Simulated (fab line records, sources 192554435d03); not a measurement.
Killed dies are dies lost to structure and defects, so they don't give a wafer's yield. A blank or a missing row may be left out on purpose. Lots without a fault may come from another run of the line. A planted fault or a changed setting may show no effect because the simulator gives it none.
fab line records | flow n5_finfet
record lots=6 wafers=17 last_day=18
route steps=1938 shown BEOL_M0_SAQP@681 BEOL_M4@1111 PASSIVATION@1936
lots that met no fault: from a run of the same line without faults
start_h: hours from the record's first day to the start of the lot's first wafer shown | wait_h: hours since the lot's step before | " the same as in the row above | L1.1+2: a row that stands for several wafers | - no value, or no start given | * or withheld: withheld | < > ~ a bound
route shown NAME@n: a module of which the file shows steps, and the number in the route of the first | usual: mean/standard deviation of fault-free wafers | same: alike in all rows | chamber/n: place in a boat | sites: the reading at each site | _std_site: their standard deviation | _edge_site: outer sites' mean less inner sites' | radius_mm: how far each site lies from the wafer's centre | mask NAME#n: copy n | behind: the tool/chamber that last shaped the wafer | hold: why the lot was held/for how many hours/how that ended | device: the transistor (n, p or np) that didn't switch | end of line: the same wafers' tests at the end of the route | a step without rows: its recipe alone | killed: dies lost to structure and defects at the first sort, not the wafer's yield | map: a wafer's dies, x killed, . not, _ none there
set.NAME: the setting as run; set.NAME@STEP: as run at that earlier step | model.NAME: the simulator's own value behind a step, which no gauge read
lots at some steps of the route; a table a step, a row a wafer
services: from which hour (start_h, from the record's first day; less than 0 if before it) a tool's chamber was out of use, for how many hours, and why
## steps
# step N5_BEOL_M0_SAQP_COAT_72
# recipe resist=SiARC temp_c=220 time_s=60 spin_rpm=1500 resist_thk_nm=15
# step N5_BEOL_M0_SAQP_COAT_87
# recipe resist=underlayer temp_c=205 time_s=60 spin_rpm=1500 resist_thk_nm=5
# step N5_BEOL_M0_SAQP_COAT_34
# recipe resist=CAR-EUV spin_rpm=1500 resist_thk_nm=30
# step N5_BEOL_M0_SAQP_EBR_36
# recipe solvent=PGMEA ebr_width_mm=1.5
# step N5_BEOL_M0_SAQP_SOFTBAKE_35
# recipe temp_c=110 time_s=60 resist=CAR-EUV
# step N5_BEOL_M0_SAQP_EXPOSE_37
# recipe mask_id=M0_CUT1 na=0.33 source_shape=annular sigma_inner=0.35 sigma_outer=0.8 polarization=unpolarized target_cd_nm=30 dose_mj=44.75
# step N5_BEOL_M0_SAQP_PEB_38
# recipe peb_temp_c=100 peb_time_s=60 resist=CAR-EUV
# step N5_BEOL_M0_SAQP_DEVELOP_39
# recipe develop_time_s=30 developer=TMAH resist=CAR-EUV rinse_liquid=surfactant_rinse dry=air_spin dev_temp_c=23
# step N5_BEOL_M0_SAQP_CD_MEAS_40
# recipe target_cd_nm=30 landing_energy_ev=500 detector=se_inlens
# usual cd_nm=29.94/0.26
# columns lot.wafer tool chamber start_h wait_h cd_nm
L146.2 cd_sem-02 0 124.43 - 29.94
L146.3 " 0 " " 29.84
L146.5 " 0 " " 29.89
L148.1 cd_sem-01 0 139.33 - 30.28
L148.2 " 0 " " 29.66
L148.5 " 0 " " 30.11
L161.1 cd_sem-01 0 212.64 - 29.81
L161.2 " 0 " " 30.16
L161.5 " 0 " " 29.92
L163.2 cd_sem-03 0 228.84 - 29.72
L163.5 " 0 " " 29.37
L164.4 cd_sem-03 0 231.44 - 30.21
L164.5 " 0 " " 30.15
L164.6 " 0 " " 30.39
L166.1 cd_sem-03 0 250.40 - 29.94
L166.4 " 0 " " 30.03
L166.6 " 0 " " 30.17
# step N5_BEOL_M0_SAQP_OVL_MEAS_41
# recipe points_per_wafer=522
# usual M0_CUT1_OVL=0.0/0.7
# same points_per_wafer=522
# columns lot.wafer tool chamber start_h wait_h M0_CUT1_OVL[nm]
L146.2 overlay-02 0 124.46 0.0 1.1
L146.3 " 0 " " 0.1
L146.5 " 0 " " 0.1
L148.1 overlay-01 0 139.36 0.0 -0.7
L148.2 " 0 " " -0.9
L148.5 " 0 " " -0.5
L161.1 overlay-01 0 212.67 0.0 -0.5
L161.2 " 0 " " -0.6
L161.5 " 0 " " -0.6
L163.2 overlay-01 0 228.88 0.0 -0.2
L163.5 " 0 " " -0.1
L164.4 overlay-02 0 231.51 0.1 0.1
L164.5 " 0 " " -0.1
L164.6 " 0 " " -0.3
L166.1 overlay-02 0 250.43 0.0 -0.1
L166.4 " 0 " " 0.4
L166.6 " 0 " " 0.8
# step N5_BEOL_M0_SAQP_INSPECT_42
# recipe mode=adi inspect_instrument=brightfield
# usual raw_defect_count=311/84
# columns lot.wafer tool chamber start_h wait_h raw_defect_count
L146.2 defect_inspect-01 - 124.52 0.0 244
L146.3 " - " " 583
L146.5 " - " " 310
L148.1 defect_inspect-02 - 139.42 0.1 263
L148.2 " - " " 196
L148.5 " - " " 397
L161.1 defect_inspect-02 - 212.73 0.1 223
L161.2 " - " " 284
L161.5 " - " " 182
L163.2 defect_inspect-01 - 228.93 0.0 443
L163.5 " - " " 295
L164.4 defect_inspect-01 - 231.55 0.0 342
L164.5 " - " " 294
L164.6 " - " " 321
L166.1 defect_inspect-02 - 250.49 0.1 196
L166.4 " - " " 192
L166.6 " - " " 223
# step N5_BEOL_M0_SAQP_DESCUM_45
# recipe chemistry=O2 time_s=7 source_power_w=50 bias_power_w=20 pressure_mtorr=20 rf_frequency_hz=2.712e+07 temp_c=40 resist=CAR-EUV o2_flow_sccm=225
# usual drypump_motor_current_A=6.0/0.45 o2_flow_sccm=225.0/0.71 oes_product_au=0.77/0.076 rf_vpp_V=243.0/1.6 showerhead_plenum_p_Torr=2.08/0.091 throttle_valve_pct=20.4/0.36
# columns lot.wafer tool chamber start_h wait_h drypump_motor_current_A o2_flow_sccm oes_product_au rf_hours_counter_h rf_vpp_V showerhead_plenum_p_Torr throttle_valve_pct
L146.2 rie_diel-06 3 124.55 0.0 5.9 225.0 0.79 109 241.1 1.93 20.0
L146.3 " 1 " " 6.5 224.7 0.91 19 244.3 2.20 20.1
L146.5 " 3 " " 5.9 224.8 0.79 - 239.1 1.93 20.0
L148.1 rie_diel-06 3 139.46 0.0 5.8 225.3 0.79 114 241.0 1.93 20.0
L148.2 " 1 " " 6.5 225.6 0.92 24 243.0 2.20 20.1
L148.5 " 1 " " 6.5 224.9 0.91 - 246.4 2.20 20.1
L161.1 rie_diel-06 0 212.76 0.0 6.5 225.2 0.74 193 242.4 1.99 20.2
L161.2 " 3 " " 5.9 224.9 0.77 135 239.9 1.92 20.0
L161.5 " 1 " " 6.5 225.3 0.87 - 244.4 2.19 20.2
L163.2 rie_diel-06 0 228.96 0.0 6.5 225.5 0.74 199 240.0 1.99 20.2
L163.5 " 2 " " 5.6 224.1 0.99 - 243.1 2.05 20.6
L164.4 rie_diel-01 0 231.58 0.0 5.5 227.1 0.68 240 243.5 2.07 20.7
L164.5 " 3 " " 5.4 226.5 0.76 - 242.7 2.09 20.8
L164.6 " 0 " " 5.5 225.9 0.68 - 243.4 2.07 20.8
L166.1 rie_diel-03 1 250.52 0.0 6.8 225.8 0.66 220 241.9 1.99 20.9
L166.4 " 2 " " 6.2 223.9 0.68 224 244.4 2.12 20.4
L166.6 " 2 " " 6.2 224.3 0.68 - 243.6 2.12 20.3
# step N5_BEOL_M0_SAQP_ETCH_88
# recipe chemistry=N2/H2 target=underlayer target_depth_a=65 time_s=5.2 ion_energy_ev=200 mask_material=CAR-EUV pressure_mtorr=30 source_w=840 bias_w=150 n2_flow_sccm=200 h2_flow_sccm=200 ends=cleared
# usual drypump_motor_current_A=6.0/0.45 etch_rf_on_time_s=5.19/0.16 oes_product_au=0.65/0.063 rf_vpp_V=523/3.3 showerhead_plenum_p_Torr=2.53/0.11 throttle_valve_pct=17.94/0.26
# columns lot.wafer tool chamber start_h wait_h drypump_motor_current_A etch_rf_on_time_s oes_product_au rf_hours_counter_h rf_vpp_V showerhead_plenum_p_Torr throttle_valve_pct
L146.2 rie_diel-06 3 124.59 0.0 5.9 4.94 0.69 109 520 2.36 17.63
L146.3 " 1 " " 6.5 5.40 0.77 19 528 2.72 17.80
L146.5 " 3 " " 5.8 4.96 0.68 - 518 2.36 17.66
L148.1 rie_diel-06 3 139.49 0.0 5.9 4.94 0.68 114 518 2.35 17.64
L148.2 " 1 " " 6.5 5.29 0.76 24 529 2.72 17.83
L148.5 " 1 " " 6.5 5.24 0.75 - 530 2.72 17.79
L161.1 rie_diel-06 0 212.80 0.0 6.6 3.26 0.84 193 521 2.43 17.61
L161.2 " 3 " " 5.9 3.24 0.87 135 518 2.35 17.71
L161.5 " 1 " " 6.5 5.38 0.72 - 526 2.71 17.87
L163.2 rie_diel-06 0 229.00 0.0 6.5 3.26 0.83 199 521 2.43 17.67
L163.5 " 2 " " 5.7 4.96 0.86 - 523 2.47 17.86
L164.4 rie_diel-01 0 231.61 0.0 5.5 5.32 0.58 240 523 2.52 18.18
L164.5 " 3 " " 5.4 5.20 0.64 - 524 2.58 18.51
L164.6 " 0 " " 5.5 5.33 0.59 - 521 2.52 18.20
L166.1 rie_diel-03 1 250.55 0.0 6.8 5.15 0.59 220 521 2.40 18.11
L166.4 " 2 " " 6.2 5.41 0.56 224 527 2.61 17.99
L166.6 " 2 " " 6.2 5.37 0.56 - 525 2.61 18.00
# step N5_BEOL_M0_SAQP_ETCH_73
# recipe chemistry=CF4 target=SiARC target_depth_a=195 mask_material=CAR-EUV time_s=32.5 ion_energy_ev=80 pressure_mtorr=40 source_w=545 bias_w=36 Ar_flow_sccm=100 cf4_flow_sccm=100 ends=cleared
# usual drypump_motor_current_A=6.0/0.45 etch_rf_on_time_s=32.5/1 oes_product_au=0.65/0.063 rf_vpp_V=183.9/1.4 showerhead_plenum_p_Torr=2.13/0.088 throttle_valve_pct=15.68/0.29
# columns lot.wafer tool chamber start_h wait_h drypump_motor_current_A etch_rf_on_time_s oes_product_au rf_hours_counter_h rf_vpp_V showerhead_plenum_p_Torr throttle_valve_pct
L146.2 rie_diel-06 3 124.60 0.0 5.9 31.5 0.68 109 182.7 1.99 15.29
L146.3 " 1 " " 6.5 33.4 0.76 19 184.6 2.27 15.44
L146.5 " 3 " " 5.9 31.0 0.69 - 181.4 1.99 15.31
L148.1 rie_diel-06 3 139.51 0.0 5.9 30.9 0.69 114 182.6 1.99 15.32
L148.2 " 1 " " 6.5 33.1 0.76 24 184.0 2.26 15.44
L148.5 " 1 " " 6.5 33.2 0.76 - 183.4 2.26 15.47
L161.1 rie_diel-06 0 212.81 0.0 6.5 31.1 0.65 193 182.1 2.04 15.34
L161.2 " 3 " " 5.9 31.2 0.67 135 183.4 1.98 15.35
L161.5 " 1 " " 6.5 33.9 0.72 - 186.7 2.26 15.50
L163.2 rie_diel-06 0 229.02 0.0 6.5 31.0 0.64 199 183.9 2.04 15.36
L163.5 " 2 " " 5.6 31.3 0.84 - 184.4 2.10 15.65
L164.4 rie_diel-01 0 231.63 0.0 5.5 33.7 0.58 240 185.2 2.13 15.98
L164.5 " 3 " " 5.4 32.4 0.64 - 184.1 2.16 16.05
L164.6 " 0 " " 5.5 33.8 0.58 - 183.8 2.13 16.01
L166.1 rie_diel-03 1 250.57 0.0 6.7 32.8 0.58 220 181.6 2.04 15.99
L166.4 " 2 " " 6.2 34.5 0.56 224 184.4 2.22 15.99
L166.6 " 2 " " 6.2 34.6 0.56 - 185.2 2.22 15.99
# step N5_BEOL_M4_RC_MEAS_101
# usual DIBL_N=36.4/2 DIBL_P=36.1/2.5 IOFF_N=0.16/0.037 IOFF_P=0.20/0.038 ION_N=670/13 ION_P=459/8.3 SS_N=71.6/0.69 SS_P=73.3/0.72 VT_N=250/3.4 VT_P=-251/3.1
# columns lot.wafer tool chamber start_h wait_h DIBL_N[mV/V] DIBL_P[mV/V] IOFF_N[nA/um] IOFF_P[nA/um] ION_N[uA/um] ION_P[uA/um] SS_N[mV/dec] SS_P[mV/dec] VT_N[mV] VT_P[mV]
L146.2 prober-01 0 174.82 0.2 36.5 37.0 0.17 0.21 687 465 71.8 74.3 250 -251
L146.3 " 0 " " 35.1 34.5 0.13 0.18 643 447 71.2 73.2 250 -249
L146.5 " 0 " " 38.5 39.5 0.19 0.28 653 455 71.9 74.8 249 -248
L148.1 prober-01 0 189.93 0.0 36.9 38.6 0.17 0.25 685 470 71.4 73.2 247 -247
L148.2 " 0 " " 35.2 35.8 0.14 0.20 668 464 71.0 72.5 247 -248
L148.5 " 0 " " 36.7 37.1 0.17 0.23 653 457 71.8 73.6 251 -246
L161.1 prober-02 0 271.00 0.0 37.6 36.6 0.17 0.24 700 485 71.6 73.2 247 -247
L161.2 " 0 " " 39.6 39.3 0.21 0.28 679 473 72.6 73.7 247 -245
L161.5 " 0 " " 40.1 39.6 0.21 0.28 679 473 72.8 74.3 245 -245
L163.2 prober-02 0 279.60 0.2 36.0 36.4 0.15 0.19 683 462 71.9 73.9 250 -252
L163.5 " 0 " " 36.8 37.2 0.16 0.20 680 457 72.0 72.7 249 -252
L164.4 prober-02 0 297.95 0.5 36.6 36.7 0.17 0.24 676 463 71.5 73.4 250 -249
L164.5 " 0 " " 34.8 34.1 0.14 0.18 662 452 71.3 72.0 252 -249
L164.6 " 0 " " 35.6 34.6 0.15 0.19 668 456 71.9 72.2 253 -253
L166.1 prober-01 0 304.35 0.0 38.8 39.0 0.23 0.22 697 464 71.5 74.2 244 -252
L166.4 " 0 " " 35.6 36.4 0.16 0.18 677 462 71.3 73.5 248 -253
L166.6 " 0 " " 37.6 38.2 0.19 0.21 671 456 71.8 74.1 248 -251
# step N5_PASSIVATION_PROBE_49
# usual defect_limited_yield=91.2/1.6 killed_at_M0_to_M3=34/11 killed_at_M4_up=13/5.2 killed_at_contacts=13/6.3 killed_at_front_end=40/14 killed_at_other=3.2/2.4 killed_dies=104/19 killed_on_rim=14/4.2 killed_open=69/14 killed_short=32/7.5 sort_bin_5_function=5.3/1.1 sort_bin_6_memory=3.2/0.73 sort_bin_8_speed=0.01/0.038 sort_n_pass=1076/19 sort_yield_pct=91.2/1.6
# same gross_dies=1180 killed_at_back_side=0 sort_bin_4_leakage[%]=0
# columns lot.wafer tool chamber start_h wait_h defect_limited_yield[%] killed_at_M0_to_M3 killed_at_M4_up killed_at_contacts killed_at_front_end killed_at_other killed_dies killed_on_rim killed_open killed_short sort_bin_5_function[%] sort_bin_6_memory[%] sort_bin_8_speed[%] sort_n_pass sort_yield_pct[%]
L146.2 prober-02 - 264.20 0.1 89.9 27 17 22 46 7 119 9 80 35 6.0 3.6 0 1061 89.9
L146.3 prober-02 - 264.25 0.1 93.1 21 11 6 40 3 81 8 54 23 3.7 3.1 0.25 1096 92.9
L146.5 prober-02 - 264.35 0.2 95.1 17 10 11 19 1 58 5 40 17 3.2 1.6 0 1122 95.1
L148.1 prober-01 - 296.91 0.0 92.9 34 6 14 24 6 84 18 51 29 4.0 2.9 0 1096 92.9
L148.2 prober-01 - 296.96 0.1 90.1 59 11 19 28 0 117 7 73 41 6.6 3.1 0 1063 90.1
L148.5 prober-01 - 297.11 0.2 92.2 30 14 16 27 5 92 16 64 27 4.8 2.6 0 1088 92.2
L161.1 prober-01 - 369.36 0.0 92.3 20 19 12 36 4 91 16 59 31 4.4 3.0 0 1089 92.3
L161.2 prober-01 - 369.41 0.1 89.0 51 7 18 53 1 130 19 86 43 7.2 3.5 0 1050 89.0
L161.5 prober-01 - 369.56 0.2 90.7 32 17 16 36 9 110 12 74 32 5.6 3.4 0 1070 90.7
L163.2 prober-02 - 387.42 0.1 92.5 29 12 12 32 3 88 9 58 26 4.5 2.6 0 1092 92.5
L163.5 prober-02 - 387.57 0.2 93.8 33 12 3 25 0 73 16 46 23 3.3 2.6 0 1107 93.8
L164.4 prober-02 - 400.61 0.2 90.9 46 12 6 40 3 107 21 68 37 5.4 3.0 0.08 1073 90.9
L164.5 prober-02 - 400.66 0.2 92.4 33 11 14 32 0 90 11 56 29 4.5 2.9 0 1090 92.4
L164.6 prober-02 - 400.71 0.3 89.7 45 8 21 48 0 122 22 77 43 5.1 4.6 0 1058 89.7
# killed by level:class
L146.2 MOL_CONTACT_COAG:geometric_particle:open=15 FIN_SAQP:geometric_particle:open=14 STI_FIN_REVEAL:geometric_particle:open=11 BEOL_M2:geometric_particle:open=8 BEOL_M4:geometric_particle:open=7 MOL_CONTACT_COAG:geometric_particle:short=6 FIN_SAQP:geometric_particle:short=5 DUMMY_GATE:geometric_particle:open=5
L146.3 FIN_SAQP:geometric_particle:open=11 FIN_SAQP:geometric_particle:short=7 STI_FIN_REVEAL:geometric_particle:open=7 MOL_CONTACT_COAG:geometric_particle:open=6 BEOL_M0_SAQP:geometric_particle:open=6 BEOL_M0:geometric_particle:open=6 BEOL_M0_SAQP:geometric_particle:short=4 STARTING-WAFER:geometric_particle:short=4
L146.5 MOL_CONTACT_COAG:geometric_particle:open=8 BEOL_M0_SAQP:geometric_particle:open=5 BEOL_M3:geometric_particle:open=4 STI_FIN_REVEAL:geometric_particle:open=3 GATE_CUT:geometric_particle:open=3 BEOL_M5:geometric_particle:open=3 BEOL_M2:geometric_particle:short=3 FIN_SAQP:geometric_particle:open=2
L148.1 MOL_CONTACT_COAG:geometric_particle:open=13 BEOL_M0_SAQP:geometric_particle:short=11 STI_FIN_REVEAL:geometric_particle:open=8 BEOL_M0_SAQP:geometric_particle:open=7 BEOL_M3:geometric_particle:open=6 BEOL_M1:geometric_particle:open=3 PASS1_DEP:geometric_particle:open=3 STARTING-WAFER:geometric_particle:short=3
L148.2 BEOL_M3:geometric_particle:open=16 MOL_CONTACT_COAG:geometric_particle:open=12 BEOL_M0_SAQP:geometric_particle:short=11 STI_FIN_REVEAL:geometric_particle:open=7 BEOL_M1:geometric_particle:open=7 MOL_CONTACT_COAG:geometric_particle:short=6 BEOL_M3:geometric_particle:short=6 BEOL_M2:geometric_particle:open=6
L148.5 MOL_CONTACT_COAG:geometric_particle:open=13 BEOL_M3:geometric_particle:open=9 BEOL_M4:geometric_particle:open=9 STI_FIN_REVEAL:geometric_particle:open=7 BEOL_M1:geometric_particle:open=7 ILD0:geometric_particle:open=4 ILD0:geometric_particle:short=4 STARTING-WAFER:geometric_particle:short=4
L161.1 MOL_CONTACT_COAG:geometric_particle:open=12 FIN_SAQP:geometric_particle:short=9 BEOL_M4:geometric_particle:open=9 BEOL_M0_SAQP:geometric_particle:open=7 FIN_SAQP:geometric_particle:open=5 BEOL_M0_SAQP:geometric_particle:short=5 STI_FIN_REVEAL:geometric_particle:open=4 DUMMY_GATE:geometric_particle:short=4
L161.2 MOL_CONTACT_COAG:geometric_particle:open=12 BEOL_M2:geometric_particle:open=12 FIN_SAQP:geometric_particle:open=9 BEOL_M0_SAQP:geometric_particle:open=9 FIN_SAQP:geometric_particle:short=8 STI_FIN_REVEAL:geometric_particle:open=8 BEOL_M0_SAQP:geometric_particle:short=8 DUMMY_GATE:geometric_particle:open=7
L161.5 MOL_CONTACT_COAG:geometric_particle:open=11 DUMMY_GATE:geometric_particle:open=8 FIN_SAQP:geometric_particle:open=7 BEOL_M4:geometric_particle:open=7 BEOL_M0_SAQP:geometric_particle:open=6 BEOL_M3:geometric_particle:open=5 FIN_SAQP:geometric_particle:short=4 STI_FIN_REVEAL:geometric_particle:open=4
L163.2 MOL_CONTACT_COAG:geometric_particle:open=8 DUMMY_GATE:geometric_particle:open=7 BEOL_M1:geometric_particle:open=7 BEOL_M3:geometric_particle:open=7 BEOL_M0_SAQP:geometric_particle:open=5 STARTING-WAFER:geometric_particle:open=5 STI_FIN_REVEAL:geometric_particle:open=4 MOL_CONTACT_COAG:geometric_particle:short=4
L163.5 BEOL_M0_SAQP:geometric_particle:open=8 FIN_SAQP:geometric_particle:short=6 BEOL_M1:geometric_particle:open=6 BEOL_M0_SAQP:geometric_particle:short=4 BEOL_M3:geometric_particle:open=4 FIN_SAQP:geometric_particle:open=3 STI_FIN_REVEAL:geometric_particle:open=3 DUMMY_GATE:geometric_particle:open=3
L164.4 BEOL_M2:geometric_particle:open=11 BEOL_M0_SAQP:geometric_particle:open=8 STI_FIN_REVEAL:geometric_particle:open=7 FIN_SAQP:geometric_particle:open=6 GATE_CUT:geometric_particle:short=6 BEOL_M3:geometric_particle:open=6 MOL_CONTACT_COAG:geometric_particle:open=5 BEOL_M0_SAQP:geometric_particle:short=5
L164.5 BEOL_M2:geometric_particle:open=12 STI_FIN_REVEAL:geometric_particle:open=9 MOL_CONTACT_COAG:geometric_particle:open=8 MOL_CONTACT_COAG:geometric_particle:short=6 BEOL_M1:geometric_particle:open=6 BEOL_M3:geometric_particle:open=4 FIN_SAQP:geometric_particle:short=3 SPACER0:geometric_particle:short=3
L164.6 MOL_CONTACT_COAG:geometric_particle:open=17 STI_FIN_REVEAL:geometric_particle:open=14 BEOL_M2:geometric_particle:open=9 BEOL_M3:geometric_particle:short=9 BEOL_M0_SAQP:geometric_particle:short=8 BEOL_M0_SAQP:geometric_particle:open=7 STI_FIN_REVEAL:geometric_particle:short=5 STARTING-WAFER:geometric_particle:open=5
## services
# columns tool chamber start_h hours kind
rie_diel-01 0 116.14 1.5 repair
rie_diel-01 2 127.11 6.6 repair
rie_diel-03 2 140.26 5.8 repair
rie_diel-06 1 154.34 5.2 repair
rie_diel-01 1 176.55 - clean
rie_diel-01 1 176.55 - consumable_replace:focus_ring
rie_diel-01 1 176.55 15.4 scheduled_down
rie_diel-01 1 176.55 15.4 vent_cycle
rie_diel-06 2 198.77 - clean
rie_diel-06 2 198.77 - consumable_replace:focus_ring
rie_diel-06 2 198.77 24.8 scheduled_down
rie_diel-06 2 198.77 24.8 vent_cycle
rie_diel-06 - 199.41 3.9 repair
rie_diel-01 3 207.40 19.4 repair
## key
first_sign step=N5_BEOL_M0_SAQP_ETCH_88 reading=etch_rf_on_time_s direction=down sigmas=12 usual=* struck=*
effect step=N5_BEOL_M0_SAQP_ETCH_88 reading=oes_product_au direction=up sigmas=3.1 usual=0.65 struck=0.85
met_at N5_BEOL_M0_SAQP_ETCH_88
struck_wafers L161.1,L161.2,L163.2
onset_between 139.49 212.80
fault kind=process_parameter_drift tool=rie_diel-06 chamber=- onset_h=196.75 steps=N5_BEOL_M0_SAQP_ETCH_88 channel=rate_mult offset=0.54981 shape=step end_h=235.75 scope=struck_wafers_only
